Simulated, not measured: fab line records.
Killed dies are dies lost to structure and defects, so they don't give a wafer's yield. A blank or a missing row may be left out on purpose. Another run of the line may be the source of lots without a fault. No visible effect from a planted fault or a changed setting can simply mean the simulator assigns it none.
Which tool did it?    flow nand harc    route of 1159 steps, sampled at 1 step: 12 lots, 36 wafers

## WHAT THE GAUGES SHOWED, per wafer
NHARC_A_M0_OVL_MEAS_10: pitch 160 nm.
lot   measured      on          overlay x nm (nm)
L078  day 17 18:46  overlay-01  1.0 0.8 0.9
L076  day 18 01:41  overlay-02  0.2 0.5 0.2
L077  day 18 16:49  overlay-02  -0.1 0.2 0.4
L082  day 19 19:53  overlay-01  -1.3 -1.5 -1.0
L084  day 20 00:22  overlay-01  -1.5 -0.8 -1.4
L086  day 20 05:04  overlay-01  1.3 1.0 0.9
L087  day 20 08:32  overlay-01  -0.8 -0.9 -1.2
L090  day 20 20:27  overlay-01  -0.7 -0.5 -0.9
L094  day 22 05:28  overlay-02  0.6 0.8 0.8
L092  day 22 13:40  overlay-01  -0.4 -0.2 -0.7
L097  day 23 06:10  overlay-01  0.1 0.9 0.2
L096  day 23 21:16  overlay-02  -0.1 -0.4 -0.5

## WHAT TOOL EACH LOT RAN ON (gives the tool, then ch and the chambers of the sampled wafers, and finally the start)
Before these readings, the record contains no process step.

## THE ANSWER, worked out from the rows above alone
Rule: what is usual is taken from the lots themselves. Put in order of their means at a reading, lots are off if they are a third of the lots or fewer, leave a main group of 4 or more, and stand apart from it by a gap of 3 or more times the standard deviation of the main group's means; of several such gaps the widest counts. A main group whose means are all the same, to the digits that the tables above print for the reading, isn't used. A lot without any number at a reading at which 4 lots or more have one is off too. Where the step has rows for the other lots, those lots are counted as sound.
Nothing can be told from this: no lot is off at any reading shown.

## WHAT THE SIMULATOR HAD INSERTED
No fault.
